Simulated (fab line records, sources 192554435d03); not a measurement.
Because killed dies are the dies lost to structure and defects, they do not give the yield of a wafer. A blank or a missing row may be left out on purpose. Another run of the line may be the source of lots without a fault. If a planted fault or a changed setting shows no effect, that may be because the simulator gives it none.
Split-lot trial    flow n5Finfet    21 wafers read from 7 lots, route of 1938 steps

THE SPLIT
At N5_BEOL_M3_TRENCH_ETCH_37 (etches SiOC in C4F6/O2, target depth 55.555 nm, time 29.2 s), the setting sourceW was moved away from the recipe's 355 W on 7 of the 21 wafers read, by +10.7% to +15.5%. The other wafers ran this setting at the recipe's value.

The reading is taken at the split's own step.

THE READING
rfVppV, in V, at N5_BEOL_M3_TRENCH_ETCH_37 (etches SiOC in C4F6/O2, target depth 55.555 nm, time 29.2 s). Typical for fault-free wafers on this fab line: 660 V, with standard deviation 11 V.

wafer   tool, chamber at the split  sourceW as run, W  against the recipe  rfVppV, V  against lot-mates on the recipe
L074.1  rieDiel-04, 0               355                recipe              666        -
L074.2  rieDiel-04, 2               410.2              +15.5%              617        -49
L074.3  rieDiel-04, 1               410.2              +15.5%              617        -49
L079.2  rieDiel-02, 1               406.9              +14.6%              614        -42
L079.3  rieDiel-02, 2               406.9              +14.6%              635        -21
L079.4  rieDiel-02, 3               355                recipe              656        -
L080.1  rieDiel-01, 0               355                recipe              666        -
L080.2  rieDiel-01, 3               355                recipe              645        -
L080.5  rieDiel-01, 3               355                recipe              645        -
L082.1  rieDiel-04, 3               355                recipe              661        -
L082.3  rieDiel-04, 2               355                recipe              664        -
L082.4  rieDiel-04, 3               355                recipe              663        -
L085.1  rieDiel-02, 1               403.3              +13.6%              616        -31
L085.3  rieDiel-02, 3               355                recipe              656        -
L085.4  rieDiel-02, 0               355                recipe              638        -
L089.1  rieDiel-04, 1               393                +10.7%              630        -33
L089.3  rieDiel-04, 3               355                recipe              663        -
L089.5  rieDiel-04, 1               393                +10.7%              631        -32
L091.1  rieDiel-02, 3               355                recipe              656        -
L091.2  rieDiel-02, 2               355                recipe              680        -
L091.5  rieDiel-02, 2               355                recipe              679        -

THE FIT
A straight line over all 21 wafers: rfVppV changes by -2.71 V for each +1% of sourceW; r = -0.87; the points scatter about the line by 11 V.
The same after taking each lot's own level away (the mean of its wafers on the recipe; 21 wafers): -2.68 V for each +1%; r = -0.91; scatter 8.4 V.
That fit puts the effect of the largest move of sourceW on the reading at 42 V.
The lots' own levels span 647.0 to 671.7 V, that is 2.2 times the standard deviation above.
The two slopes are in agreement: the lot-to-lot level therefore moves the slope only a little.
Check: -40.2 V against its lot-mates is what the line predicts for one of the wafers moved furthest among these (+15.5%) when that wafer is left out of the fit. Against them it came out at -49 V.
Tool readings at the split's step, against how far the setting was moved: rfVppV r = -0.87.

OTHER SPLITS APPLIED TO THESE WAFERS
Before the reading, these wafers also passed through other splits. Each is held against what the fit with the lots' levels taken away leaves over:
other split on the same wafers   wafers away from the commonest value  r with rfVppV (lot level and that fit taken away)
N5_BEOL_M1_TRENCH_ETCH_37 biasW  6                                     +0.09
N5_BEOL_M2_ILD_DEP_00 timeS      10                                    +0.25
N5_BEOL_M2_PECVD_72 tempC        8                                     -0.14
N5_BEOL_M3_VIA_ETCH_34 biasW     4                                     +0.04

FILE'S OWN FIT
rfVppV changes by -2.65 V for each +1% of sourceW, r = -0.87.
